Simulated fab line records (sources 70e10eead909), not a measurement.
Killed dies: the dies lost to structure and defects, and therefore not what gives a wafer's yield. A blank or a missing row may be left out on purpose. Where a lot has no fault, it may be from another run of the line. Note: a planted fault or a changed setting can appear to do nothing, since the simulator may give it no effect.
fab line records    flow nand_harc
record: lots: 12  wafers: 36  last_day: 32
route steps=1302 shown P_GATE@197 P_CONTACT@218 END@1302
lots that met no fault: taken from a fault-free run of the same line
start_h: start of the lot's first displayed wafer, in hours after the record's first day    wait_h: time in hours since the lot's previous step    " as in the row above    L1.1+2: one row covering several wafers at once    - no value, or no start given    * or withheld: withheld    < > ~ a bound
route shown NAME@n: NAME is a module with steps in the file, n the number in the route of the first one    usual: the fault-free wafers' mean and standard deviation    same: alike in all rows    chamber/n: place in a boat    sites: per-site readings    _std_site: how widely they spread, as a standard deviation    _edge_site: inner sites' mean taken away from outer sites' mean    radius_mm: for every site, how far away it sits from the centre of the wafer    mask NAME#n: copy n    behind: tool/chamber where the wafer was last shaped    hold: what put the lot on hold/how long, in hours/how the hold closed    device: whichever transistor did not switch (one of n, p or np)    end of line: tests run on the same wafers once the route is complete    a step with no rows: only its recipe    killed: at the first sort, the dies lost to defects and structure; wafer yield is something else    map: dies across one wafer; x = killed, . = not, _ = none there
set.NAME: the run value of the setting; set.NAME@STEP: its run value at that earlier step    model.NAME: the simulator's own value behind a step, which no gauge read
the route's steps for a sample of lots (tables are steps, rows are wafers)
services: when a tool's chamber went out of use (start_h, in hours from the record's first day, below 0 if earlier), for how many hours, and the reason
== steps ==
step: NHARC_P_GATE_EXPOSE_88
recipe: na: 0.6  target_cd_nm: 2000  dose_mj: 11.87  mask_id: P_HVN
usual: exposure_dose_mJ_cm2: 11.871/0.012
lot.wafer  tool            chamber  start_h  wait_h  mask     exposure_dose_mJ_cm2
L654.2     krf_scanner-02  0        137.18   -       P_HVN#0  11.874
L654.4     "               0        "        "       P_HVN#0  11.873
L654.6     "               0        "        "       P_HVN#0  11.880
L656.4     krf_scanner-03  0        146.84   -       P_HVN#0  11.875
L656.5     "               0        "        "       P_HVN#0  11.858
L656.6     "               0        "        "       P_HVN#0  11.866
L658.1     krf_scanner-03  0        167.65   -       P_HVN#0  11.887
L658.4     "               0        "        "       P_HVN#0  11.892
L658.5     "               0        "        "       P_HVN#0  11.876
L659.3     krf_scanner-02  0        171.90   -       P_HVN#0  11.882
L659.4     "               0        "        "       P_HVN#0  11.870
L659.5     "               0        "        "       P_HVN#0  11.872
L660.2     krf_scanner-02  0        182.44   -       P_HVN#0  11.859
L660.3     "               0        "        "       P_HVN#0  11.864
L660.5     "               0        "        "       P_HVN#0  11.861
L661.2     krf_scanner-02  0        188.87   -       P_HVN#0  11.872
L661.4     "               0        "        "       P_HVN#0  11.873
L661.5     "               0        "        "       P_HVN#0  11.878
L662.1     krf_scanner-03  0        206.52   -       P_HVN#0  11.864
L662.5     "               0        "        "       P_HVN#0  11.871
L662.6     "               0        "        "       P_HVN#0  11.861
L666.1     krf_scanner-02  0        238.98   -       P_HVN#0  11.168
L666.3     "               0        "        "       P_HVN#0  11.200
L666.4     "               0        "        "       P_HVN#0  11.185
L670.2     krf_scanner-02  0        283.18   -       P_HVN#0  11.179
L670.3     "               0        "        "       P_HVN#0  11.172
L670.5     "               0        "        "       P_HVN#0  11.193
L671.1     krf_scanner-03  0        295.23   -       P_HVN#0  11.859
L671.2     "               0        "        "       P_HVN#0  11.878
L671.4     "               0        "        "       P_HVN#0  11.870
L674.2     krf_scanner-03  0        320.75   -       P_HVN#0  11.869
L674.4     "               0        "        "       P_HVN#0  11.892
L674.5     "               0        "        "       P_HVN#0  11.889
L676.2     krf_scanner-04  0        340.50   -       P_HVN#0  11.873
L676.3     "               0        "        "       P_HVN#0  11.860
L676.4     "               0        "        "       P_HVN#0  11.871
step: NHARC_P_GATE_CD_MEAS_91
recipe: target_cd_nm: 2000  landing_energy_ev: 500
usual: cd_nm: 1999.1/1.8
lot.wafer  tool       chamber  start_h  wait_h  hold                      cd_nm
L654.2     cd_sem-02  0        137.34   -       -                         2003.8
L654.4     "          0        "        "       -                         2001.3
L654.6     "          0        "        "       -                         2001.4
L656.4     cd_sem-03  0        146.99   -       -                         1997.9
L656.5     "          0        "        "       -                         2001.0
L656.6     "          0        "        "       -                         1997.7
L658.1     cd_sem-03  0        167.80   -       -                         1995.1
L658.4     "          0        "        "       -                         1998.3
L658.5     "          0        "        "       -                         1998.4
L659.3     cd_sem-03  0        172.05   -       -                         1999.9
L659.4     "          0        "        "       -                         2001.1
L659.5     "          0        "        "       -                         1999.2
L660.2     cd_sem-03  0        182.59   -       -                         1997.9
L660.3     "          0        "        "       -                         1999.2
L660.5     "          0        "        "       -                         1997.0
L661.2     cd_sem-03  0        189.02   -       -                         1997.1
L661.4     "          0        "        "       -                         2000.7
L661.5     "          0        "        "       -                         1999.8
L662.1     cd_sem-02  0        206.67   -       -                         2000.5
L662.5     "          0        "        "       -                         1998.9
L662.6     "          0        "        "       -                         2000.8
L666.1     cd_sem-03  0        239.13   -       await_dispo/0.2h/release  1985.5
L666.3     "          0        "        "       await_dispo/0.2h/release  1988.1
L666.4     "          0        "        "       await_dispo/0.2h/release  1987.4
L666.1     cd_sem-03  0        -        -       -                         1985.6
L666.3     "          0        "        "       -                         1988.3
L666.4     "          0        "        "       -                         1987.3
L670.2     cd_sem-01  0        283.33   -       await_dispo/0.2h/release  1988.1
L670.3     "          0        "        "       await_dispo/0.2h/release  1988.2
L670.5     "          0        "        "       await_dispo/0.2h/release  1985.3
L670.2     cd_sem-01  0        -        -       -                         1988.1
L670.3     "          0        "        "       -                         1987.9
L670.5     "          0        "        "       -                         1985.4
L671.1     cd_sem-03  0        295.38   -       -                         2000.7
L671.2     "          0        "        "       -                         1998.7
L671.4     "          0        "        "       -                         1998.2
L674.2     cd_sem-03  0        320.91   -       -                         2000.2
L674.4     "          0        "        "       -                         2001.0
L674.5     "          0        "        "       -                         2001.9
L676.2     cd_sem-03  0        340.66   -       -                         2000.4
L676.3     "          0        "        "       -                         1998.9
L676.4     "          0        "        "       -                         2001.6
step: NHARC_P_GATE_STRIP_95
recipe: power_w: 1500  temp_c: 250  chemistry: O2
usual: drypump_motor_current_A: 5.89/0.29  heater_power_w: 336/26
lot.wafer  tool             chamber  start_h  wait_h  drypump_motor_current_A  heater_power_w  rf_hours_counter_h
L654.2     plasma_asher-01  0        138.58   0.5     5.56                     304             31
L654.4     "                0        "        "       5.56                     306             -
L654.6     "                0        "        "       5.56                     303             -
L656.4     plasma_asher-02  0        148.28   0.4     6.32                     324             -
L656.6     "                0        "        "       6.33                     331             -
L656.5     "                1        "        "       5.85                     349             -
L658.1     plasma_asher-02  0        169.06   0.5     6.34                     324             18
L658.4     "                1        "        "       5.83                     339             -
L658.5     "                1        "        "       5.82                     353             -
L659.3     plasma_asher-02  0        173.65   0.4     6.35                     321             -
L659.4     "                1        "        "       5.81                     344             -
L659.5     "                1        "        "       5.85                     332             -
L660.2     plasma_asher-01  0        183.83   0.5     5.53                     294             1
L660.3     "                1        "        "       5.78                     360             -
L660.5     "                0        "        "       5.55                     294             -
L661.2     plasma_asher-01  0        190.27   0.6     5.56                     296             3
L661.4     "                0        "        "       5.57                     291             -
L661.5     "                0        "        "       5.56                     292             -
L662.1     plasma_asher-01  1        207.94   0.5     5.76                     351             7
L662.6     "                0        "        "       5.55                     294             -
L662.5     "                1        "        "       5.76                     362             -
L666.1     plasma_asher-02  0        258.81   0.7     6.34                     327             33
L666.4     "                0        "        "       6.31                     323             -
L666.3     "                1        "        "       5.84                     345             -
L670.2     plasma_asher-01  1        290.16   0.6     5.71                     364             25
L670.3     "                1        "        "       5.76                     366             -
L670.5     "                0        "        "       5.57                     296             -
L671.2     plasma_asher-02  1        296.62   0.6     5.82                     345             8
L671.1     "                0        "        "       6.29                     346             8
L671.4     "                0        "        "       6.30                     349             -
L674.2     plasma_asher-02  0        322.17   0.5     6.32                     339             14
L674.4     "                1        "        "       5.85                     346             -
L674.5     "                1        "        "       5.84                     342             -
L676.2     plasma_asher-02  1        341.91   0.5     5.82                     350             18
L676.3     "                0        "        "       6.35                     347             -
L676.4     "                1        "        "       5.82                     353             -
step: NHARC_P_GATE_DEGAS_109
recipe: temp_c: 300  time_s: 60
usual: heater_power_w: 463/34  susceptor_temp_C: 300.02/0.22
lot.wafer  tool            chamber  start_h  wait_h  heater_power_w  susceptor_temp_C
L654.2     pvd_sputter-02  -        139.45   0.1     475             299.94
L654.4     "               -        "        "       401             300.16
L654.6     "               -        "        "       488             300.17
L656.4     pvd_sputter-03  -        149.13   0.1     413             300.08
L656.5     "               -        "        "       486             300.09
L656.6     "               -        "        "       417             299.85
L658.1     pvd_sputter-03  -        169.92   0.1     433             300.29
L658.4     "               -        "        "       478             300.09
L658.5     "               -        "        "       478             299.87
L659.3     pvd_sputter-02  -        174.49   0.1     502             -
L659.4     "               -        "        "       396             -
L659.5     "               -        "        "       493             -
L660.2     pvd_sputter-03  -        184.69   0.1     487             300.12
L660.3     "               -        "        "       455             300.14
L660.5     "               -        "        "       501             300.17
L661.2     pvd_sputter-02  -        191.13   0.1     485             300.13
L661.4     "               -        "        "       492             300.61
L661.5     "               -        "        "       397             299.95
L662.1     pvd_sputter-03  -        208.80   0.1     502             300.07
L662.6     "               -        "        "       507             299.42
L662.5     "               -        "        "       468             300.13
L666.4     pvd_sputter-02  -        260.19   0.1     472             300.13
L666.3     "               -        "        "       395             300.11
L666.1     "               -        "        "       475             299.75
L670.2     pvd_sputter-01  -        291.19   0.2     415             300.02
L670.3     "               -        "        "       450             300.11
L670.5     "               -        "        "       486             300.22
L671.1     pvd_sputter-01  -        297.48   0.1     445             299.65
L671.2     "               -        "        "       457             299.72
L671.4     "               -        "        "       487             299.81
L674.2     pvd_sputter-02  -        323.03   0.1     474             300.06
L674.4     "               -        "        "       404             299.81
L674.5     "               -        "        "       495             299.48
L676.2     pvd_sputter-03  -        342.77   0.1     482             299.89
L676.3     "               -        "        "       452             300.23
L676.4     "               -        "        "       415             299.79
step: NHARC_P_CONTACT_DEP_00
recipe: target_thk_a: 5000  temp_c: 400  pressure_torr: 6.5  rf_w: 900  teos_flow_sccm: 161.4  flow_sccm: 2650  target_thk_nm: 500  gas: O2  material: SiO2
usual: chamber_pressure_Torr: 6.499/0.014  flow_sccm: 2651/7.6  heater_power_w: 508/100  susceptor_temp_C: 400.05/0.22  throttle_valve_pct: 15.8/0.72
lot.wafer  tool      chamber  start_h  wait_h  chamber_pressure_Torr  flow_sccm  heater_power_w  susceptor_temp_C  throttle_valve_pct
L654.2     pecvd-03  2        -        -       6.490                  2656       552             400.54            16.1
L654.6     "         1        "        "       6.493                  2650       458             399.73            16.3
L654.4     "         2        "        "       6.493                  2649       562             399.97            16.1
L656.5     pecvd-01  0        -        -       6.487                  2654       432             400.10            15.1
L656.4     "         1        "        "       6.487                  2649       434             400.43            16.8
L656.6     "         2        "        "       6.485                  2647       460             400.27            14.7
L658.1     pecvd-01  0        -        -       6.484                  2650       548             400.18            15.0
L658.4     "         1        "        "       6.501                  2662       411             400.27            16.0
L658.5     "         2        "        "       6.481                  2642       416             399.74            14.7
L659.3     pecvd-01  0        -        -       6.466                  2651       531             399.82            15.3
L659.4     "         2        "        "       6.514                  2643       391             399.94            14.5
L659.5     "         1        "        "       6.512                  2645       462             400.31            16.6
L660.2     pecvd-01  0        -        -       6.513                  2653       440             400.14            15.0
L660.3     "         2        "        "       6.481                  2644       417             399.78            14.5
L660.5     "         1        "        "       6.513                  2661       385             399.90            16.5
L661.2     pecvd-04  1        192.56   0.3     6.472                  2660       503             400.18            16.3
L661.4     "         1        "        "       6.514                  2666       531             400.21            16.4
L661.5     "         2        "        "       6.492                  2649       664             399.97            16.1
L662.1     pecvd-03  1        -        -       6.504                  2650       451             399.97            16.7
L662.6     "         2        "        "       6.486                  2644       424             400.21            16.2
L662.5     "         1        "        "       6.514                  2650       471             399.98            16.7
L666.1     pecvd-03  1        261.62   0.3     6.511                  2639       436             400.24            16.6
L666.3     "         1        "        "       6.500                  2641       458             399.84            16.5
L666.4     "         2        "        "       6.490                  2652       463             399.49            16.3
L670.3     pecvd-03  0        -        -       6.498                  2644       669             400.26            15.1
L670.2     "         1        "        "       6.506                  2650       492             399.77            16.7
L670.5     "         0        "        "       6.526                  2647       697             399.99            15.3
L671.1     pecvd-04  1        -        -       6.493                  2654       524             400.23            16.2
L671.2     "         2        "        "       6.505                  2645       632             400.23            15.5
L671.4     "         2        "        "       6.516                  2638       664             399.95            15.3
L674.2     pecvd-03  1        -        -       6.508                  2643       386             400.13            16.9
L674.4     "         0        "        "       6.497                  2651       732             399.98            15.2
L674.5     "         2        "        "       6.470                  2666       521             400.39            16.3
L676.2     pecvd-03  0        -        -       6.498                  2642       710             400.09            15.1
L676.3     "         2        "        "       6.516                  2642       461             400.18            16.4
L676.4     "         2        "        "       6.492                  2643       504             400.11            16.5
step: NHARC_END_SORT_01
recipe: temp_c: 25
usual: killed_at_array: 55/23  killed_at_other: 1.0/1.2  killed_at_periphery: 3.2/2.7  killed_dies: 59/23  killed_open: 3.1/1.6  killed_short: 2.2/1.5
same: gross_dies: 677
lot.wafer  tool       chamber  start_h  wait_h  killed_at_array  killed_at_other  killed_at_periphery  killed_dies  killed_open  killed_short
L666.1     prober-01  0        681.13   2.5     53               1                3                    57           3            1
L666.4     prober-01  0        683.55   3.4     45               2                1                    48           0            2
killed by level:class
L666.1 A_SLIT:chamber_film_flake=31 A_CHANNEL_HOLE_D1:chamber_film_flake=10 A_STAIRCASE:chamber_film_flake=4 A_CONTACT:chamber_film_flake=4 P_M0:geometric_particle:open=1 A_DECK1_JOINT:geometric_particle:short=1 A_WL_FILL:geometric_particle:open=1 A_M0:geometric_particle:open=1
L666.4 A_SLIT:chamber_film_flake=24 A_CHANNEL_HOLE_D1:chamber_film_flake=10 A_CONTACT:chamber_film_flake=4 A_CHANNEL_FILL_D1:chamber_film_flake=2 A_STAIRCASE:chamber_film_flake=2 A_ONON_D2:geometric_particle:short=1 A_WL_FILL:geometric_particle:short=1 P_CONTACT:chamber_film_flake=1
== services ==
tool             chamber  start_h  hours  kind
pvd_sputter-02   -        116.57   6.8    repair
plasma_asher-02  -        128.12   2.7    repair
pecvd-01         -        130.00   13.0   pm
pvd_sputter-03   -        145.06   2.8    repair
plasma_asher-01  -        165.01   9.0    pm
pecvd-04         0        171.35   62.4   repair
pecvd-03         -        185.14   13.0   pm
krf_scanner-03   -        186.09   0.4    repair
krf_scanner-03   -        208.50   0.1    repair
krf_scanner-03   -        224.01   4.0    pm
pvd_sputter-01   -        226.00   10.0   pm
pecvd-03         0        234.06   32.2   repair
plasma_asher-02  -        249.00   9.0    pm
pvd_sputter-03   -        250.26   0.9    repair
pecvd-04         -        255.88   1.0    repair
pvd_sputter-01   -        258.23   6.3    repair
krf_scanner-02   -        266.00   4.0    pm
pvd_sputter-02   -        271.33   2.5    repair
pecvd-03         2        274.22   9.9    repair
pvd_sputter-02   -        282.00   10.0   pm
pvd_sputter-02   -        296.11   3.1    repair
pecvd-01         -        311.21   13.0   pm
krf_scanner-03   -        342.00   0.2    repair
plasma_asher-01  -        342.01   9.0    pm
== key ==
first_sign: step: NHARC_P_GATE_EXPOSE_88  reading: exposure_dose_mJ_cm2  direction: down  sigmas: 59  usual: 11.871  struck: 11.183
effect: step: NHARC_P_GATE_CD_MEAS_91  reading: visit  direction: added
effect: step: NHARC_P_GATE_CD_MEAS_91  reading: cd_nm  direction: down  sigmas: 6.8  usual: 1999.1  struck: 1987.1
met_at NHARC_P_GATE_EXPOSE_88
struck_lots L666,L670
tester_left_out L666,L670
not_acting_at NHARC_P_GATE_STRIP_95,NHARC_P_GATE_DEGAS_109,NHARC_P_CONTACT_DEP_00
onset_between 188.87 238.98
fault: kind: process_parameter_drift  tool: krf_scanner-02  chamber: -  onset_h: 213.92  steps: NHARC_P_GATE_EXPOSE_88  channel: dose_mj  offset: -0.69295  shape: step  acts_in: these_recipes_only  stated: 11.87
tester_left_out: of these lots the tester's yield and bins aren't shown, on N5 and GAA mostly nor the transistor test; their killed dies are dies lost to structure and defects alone, not to doping, threshold or leakage, so they don't give the yield
